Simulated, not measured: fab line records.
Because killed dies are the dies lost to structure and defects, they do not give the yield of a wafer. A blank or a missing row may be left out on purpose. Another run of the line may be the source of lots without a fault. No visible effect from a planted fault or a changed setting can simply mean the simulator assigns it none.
Split-lot experiment -- flow n5Finfet -- on a route of 1938 steps: 7 lots, 21 wafers read

== SPLIT DETAILS ==
At N5_BEOL_M5_HM_DEP_02 (deposits TiN, target thk 20 nm), the setting targetThkA was moved away from the recipe's 200 angstrom on 8 of the 21 wafers read, by -11.0% to +10.4%. All remaining wafers had this setting at the recipe value.

== FROM THE SPLIT TO THE READING: what the file shows between them, 17 steps ==
- N5_BEOL_M5_COAT_60: time 60 s, resist thk 12 nm (also split here: timeS)
- N5_BEOL_M5_COAT_71: time 60 s, resist thk 5 nm
- N5_BEOL_M5_COAT_05: resist thk 30 nm
- N5_BEOL_M5_STRIP_73: strips in N2/H2
- N5_BEOL_M5_STRIP_64: strips in CF4
- N5_BEOL_M5_HM_OPEN_17: chemistry Cl2/BCl3, target TiN, target depth 20 nm, overetch 6 nm
- N5_BEOL_M5_COAT_22: resist thk 30 nm (also split here: spinRpm)
- N5_BEOL_M5_EXPOSE_25: exposes mask V4, defocus 10 nm (also split here: doseMj)
- N5_BEOL_M5_PEB_26: peb time 60 s
- N5_BEOL_M5_DEVELOP_27: develop time 30 s
- N5_BEOL_M5_DESCUM_33: chemistry O2, time 7 s
- N5_BEOL_M5_ETCH_75: etches underlayer in N2/H2, target depth 6.5 nm, time 5.2 s
- N5_BEOL_M5_ETCH_67: etches SiARC in CF4, target depth 15.6 nm, time 26 s
- N5_BEOL_M5_ETCH_68: etches SOC in N2/H2, target depth 80 nm, overetch 16 nm, time 120 s
- N5_BEOL_M5_STRIP_69: strips in N2/H2
- N5_BEOL_M5_STRIP_85: strips in C4F6/O2
- N5_BEOL_M5_STRIP_36: strips in N2/H2

== THE READING ==
TiN_of_BEOL_M5_HM_DEP_02.thkNm (the simulator's own value, which no gauge read), in nm, at N5_BEOL_M5_TRENCH_ETCH_37 (etches SiCOH lowk in C4F6/O2, target depth 71.652 nm, time 24.7 s). The file does not state a usual value for it. Here, 13 wafers ran the recipe; their average is 17.9 nm with a standard deviation of 0.35 nm.

wafer,"tool, chamber at the split","targetThkA as run, angstrom",against the recipe,"TiN_of_BEOL_M5_HM_DEP_02.thkNm, nm",against lot-mates on the recipe
L080.1,"pvdSputter-01, -",200,recipe,17.4,-
L080.4,"pvdSputter-01, -",200,recipe,17.6,-
L080.5,"pvdSputter-01, -",200,recipe,17.6,-
L083.1,"pvdSputter-02, -",177.9,-11.0%,16,-2.0
L083.4,"pvdSputter-02, -",177.9,-11.0%,15.8,-2.2
L083.5,"pvdSputter-02, -",200,recipe,18,-
L085.3,"pvdSputter-02, -",188.4,-5.8%,16.8,-1.6
L085.5,"pvdSputter-02, -",200,recipe,18.4,-
L085.6,"pvdSputter-02, -",188.4,-5.8%,17,-1.4
L087.1,"pvdSputter-02, -",200,recipe,17.8,-
L087.6,"pvdSputter-02, -",200,recipe,17.8,-
L087.2,"pvdSputter-02, -",200,recipe,17.4,-
L088.1,"pvdSputter-02, -",178.3,-10.8%,15.2,-2.6
L088.2,"pvdSputter-02, -",200,recipe,17.8,-
L088.6,"pvdSputter-02, -",178.3,-10.8%,15.6,-2.2
L095.1,"pvdSputter-02, -",200,recipe,18.2,-
L095.3,"pvdSputter-02, -",200,recipe,18.4,-
L095.4,"pvdSputter-02, -",200,recipe,18.4,-
L096.3,"pvdSputter-02, -",220.8,+10.4%,20,+2.0
L096.5,"pvdSputter-02, -",220.8,+10.4%,20.2,+2.2
L096.6,"pvdSputter-02, -",200,recipe,18,-

FIT RESULTS
A straight line over all 21 wafers: TiN_of_BEOL_M5_HM_DEP_02.thkNm changes by +0.205 nm for each +1% of targetThkA; r = +0.97; the points scatter about the line by 0.33 nm.
The same after taking each lot's own level away (the mean of its wafers on the recipe; 21 wafers): +0.208 nm for each +1%; r = +0.99; scatter 0.18 nm.
That fit puts the effect of the largest move of targetThkA on the reading at 2.3 nm.
The lots' own levels span 17.53 to 18.40 nm, that is 2.5 times the standard deviation above.
The two slopes are in agreement: the lot-to-lot level therefore moves the slope only a little.
Check: with one of the wafers moved furthest among these (-11.0%) left out of the fit, the line predicts -2.39 nm for it against its lot-mates. Against them it came out at -2 nm.

== ADDITIONAL SPLITS CARRIED BY THESE WAFERS ==
Other splits were also applied to these wafers ahead of the reading. Each is held against what the fit with the lots' levels taken away leaves over:
other split on the same wafers,wafers away from the commonest value,r with TiN_of_BEOL_M5_HM_DEP_02.thkNm (lot level and that fit taken away)
N5_BEOL_M2_ETCH_69 biasW,7,+0.08
N5_BEOL_M2_TRENCH_ETCH_37 biasW,10,-0.11
N5_BEOL_M2_SPUTTER_94 timeS,8,-0.24
N5_BEOL_M4_COAT_67 spinRpm,6,+0.61
N5_BEOL_M4_EXPOSE_25 doseMj,11,-0.01
N5_BEOL_M5_COAT_60 timeS,6,+0.02
N5_BEOL_M5_COAT_22 spinRpm,4,+0.11
N5_BEOL_M5_EXPOSE_25 doseMj,8,-0.41

== THE WHOLE CHAIN: every reading that the file lists as answering this split, in the file's order ==
step,what it does,reading,change (the file's fit),r (the file's)
N5_BEOL_M5_HM_DEP_02,"deposits TiN, target thk 20 nm","TiN_of_BEOL_M5_HM_DEP_02.thkNm (the simulator's own value, which no gauge read)",+0.205 nm for each +1% of the setting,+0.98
N5_BEOL_M5_HM_OPEN_17,"chemistry Cl2/BCl3, target TiN, target depth 20 nm, overetch 6 nm","etch.depthNm (the simulator's own value, which no gauge read)",+0.203 nm for each +1% of the setting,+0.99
N5_BEOL_M5_TRENCH_ETCH_37,"etches SiCOH lowk in C4F6/O2, target depth 71.652 nm, time 24.7 s","TiN_of_BEOL_M5_HM_DEP_02.thkNm (the simulator's own value, which no gauge read)",+0.209 nm for each +1% of the setting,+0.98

== THE FILE'S OWN FIT ==
TiN_of_BEOL_M5_HM_DEP_02.thkNm changes by +0.209 nm for each +1% of targetThkA, r = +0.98.
